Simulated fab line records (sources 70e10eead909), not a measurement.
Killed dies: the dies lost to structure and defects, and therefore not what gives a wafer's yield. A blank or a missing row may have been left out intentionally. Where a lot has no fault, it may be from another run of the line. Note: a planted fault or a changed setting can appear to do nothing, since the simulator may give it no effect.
Chamber matching || flow nandHarc || NHARC_A_STAIRCASE_STRIP_476 on rieDiel-13 has 4 sister chambers
The step strips in O2, time 20 s. 16 wafers are shown with their chamber, then 8 later ones without.

WAFERS, EACH WITH ITS CHAMBER
{"wafer": "L075.2", "chamber": 0, "showerheadPlenumPTorr (Torr)": 3.52, "drypumpMotorCurrentA (A)": 5.3, "oesProductAu (a.u.)": 0.997}
{"wafer": "L075.4", "chamber": 2, "showerheadPlenumPTorr (Torr)": 3.37, "drypumpMotorCurrentA (A)": 4.9, "oesProductAu (a.u.)": 1.010}
{"wafer": "L075.6", "chamber": 1, "showerheadPlenumPTorr (Torr)": 3.77, "drypumpMotorCurrentA (A)": 6.5, "oesProductAu (a.u.)": 1.000}
{"wafer": "L076.4", "chamber": 1, "showerheadPlenumPTorr (Torr)": 3.77, "drypumpMotorCurrentA (A)": 6.5, "oesProductAu (a.u.)": 0.996}
{"wafer": "L076.5", "chamber": 3, "showerheadPlenumPTorr (Torr)": 3.51, "drypumpMotorCurrentA (A)": 6.0, "oesProductAu (a.u.)": 0.987}
{"wafer": "L076.6", "chamber": 0, "showerheadPlenumPTorr (Torr)": 3.52, "drypumpMotorCurrentA (A)": 5.3, "oesProductAu (a.u.)": 0.989}
{"wafer": "L077.1", "chamber": 1, "showerheadPlenumPTorr (Torr)": 3.76, "drypumpMotorCurrentA (A)": 6.5, "oesProductAu (a.u.)": 0.987}
{"wafer": "L077.5", "chamber": 0, "showerheadPlenumPTorr (Torr)": 3.51, "drypumpMotorCurrentA (A)": 5.3, "oesProductAu (a.u.)": 0.988}
{"wafer": "L077.6", "chamber": 3, "showerheadPlenumPTorr (Torr)": 3.51, "drypumpMotorCurrentA (A)": 6.1, "oesProductAu (a.u.)": 0.972}
{"wafer": "L079.1", "chamber": 1, "showerheadPlenumPTorr (Torr)": 3.76, "drypumpMotorCurrentA (A)": 6.5, "oesProductAu (a.u.)": 0.991}
{"wafer": "L079.3", "chamber": 2, "showerheadPlenumPTorr (Torr)": 3.36, "drypumpMotorCurrentA (A)": 4.9, "oesProductAu (a.u.)": 1.015}
{"wafer": "L079.5", "chamber": 0, "showerheadPlenumPTorr (Torr)": 3.51, "drypumpMotorCurrentA (A)": 5.3, "oesProductAu (a.u.)": 1.000}
{"wafer": "L080.4", "chamber": 2, "showerheadPlenumPTorr (Torr)": 3.36, "drypumpMotorCurrentA (A)": 4.9, "oesProductAu (a.u.)": 1.007}
{"wafer": "L080.5", "chamber": 1, "showerheadPlenumPTorr (Torr)": 3.76, "drypumpMotorCurrentA (A)": 6.5, "oesProductAu (a.u.)": 0.992}
{"wafer": "L080.6", "chamber": 0, "showerheadPlenumPTorr (Torr)": 3.51, "drypumpMotorCurrentA (A)": 5.3, "oesProductAu (a.u.)": 0.993}
{"wafer": "L082.1", "chamber": 1, "showerheadPlenumPTorr (Torr)": 3.76, "drypumpMotorCurrentA (A)": 6.6, "oesProductAu (a.u.)": 0.991}

SIGNATURES, as means of the wafers listed above
{"reading": "showerheadPlenumPTorr", "chamber 0": 3.5140, "chamber 1": 3.7633, "chamber 2": 3.3633, "chamber 3": 3.5100, "scatter within a chamber": 0.00516}
{"reading": "drypumpMotorCurrentA", "chamber 0": 5.300, "chamber 1": 6.517, "chamber 2": 4.900, "chamber 3": 6.050, "scatter within a chamber": 0.0333}
{"reading": "oesProductAu", "chamber 0": 0.99340, "chamber 1": 0.99283, "chamber 2": 1.01067, "chamber 3": 0.97950, "scatter within a chamber": 0.00543}
Rule: a wafer lies at a distance from a chamber equal to the root of the sum of squares, over the readings, of (its reading less the chamber's mean, divided by the reading's scatter). If the next closest chamber is less than 2 further off than the closest, the wafer can't be placed; otherwise it belongs to the closest. The scatter is the square root of a quotient: the sum, over the shown wafers, of each reading's squared deviation from its chamber's mean, divided by wafers minus chambers.

WAFERS WITH NO CHAMBER GIVEN
{"wafer": "L082.4", "showerheadPlenumPTorr (Torr)": 3.50, "drypumpMotorCurrentA (A)": 6.0, "oesProductAu (a.u.)": 0.999}
{"wafer": "L082.5", "showerheadPlenumPTorr (Torr)": 3.51, "drypumpMotorCurrentA (A)": 5.3, "oesProductAu (a.u.)": 1.003}
{"wafer": "L088.1", "showerheadPlenumPTorr (Torr)": 3.74, "drypumpMotorCurrentA (A)": 6.5, "oesProductAu (a.u.)": 1.003}
{"wafer": "L088.3", "showerheadPlenumPTorr (Torr)": 3.50, "drypumpMotorCurrentA (A)": 5.3, "oesProductAu (a.u.)": 1.003}
{"wafer": "L088.4", "showerheadPlenumPTorr (Torr)": 3.35, "drypumpMotorCurrentA (A)": 4.9, "oesProductAu (a.u.)": 1.013}
{"wafer": "L097.2", "showerheadPlenumPTorr (Torr)": 3.73, "drypumpMotorCurrentA (A)": 6.5, "oesProductAu (a.u.)": 1.013}
{"wafer": "L097.3", "showerheadPlenumPTorr (Torr)": 3.47, "drypumpMotorCurrentA (A)": 6.0, "oesProductAu (a.u.)": 0.986}
{"wafer": "L097.5", "showerheadPlenumPTorr (Torr)": 3.73, "drypumpMotorCurrentA (A)": 6.5, "oesProductAu (a.u.)": 1.006}

CHAMBER TAKEN BY EACH
{"wafer": "L082.4", "from the rows above": 3, "in truth": 3}
{"wafer": "L082.5", "from the rows above": 0, "in truth": 0}
{"wafer": "L088.1", "from the rows above": 1, "in truth": 1}
{"wafer": "L088.3", "from the rows above": 0, "in truth": 0}
{"wafer": "L088.4", "from the rows above": 2, "in truth": 2}
{"wafer": "L097.2", "from the rows above": 1, "in truth": 1}
{"wafer": "L097.3", "from the rows above": 3, "in truth": 3}
{"wafer": "L097.5", "from the rows above": 1, "in truth": 1}
Correctly placed: 8 of 8. Not placeable from these rows: 0. 0 placed wrongly.
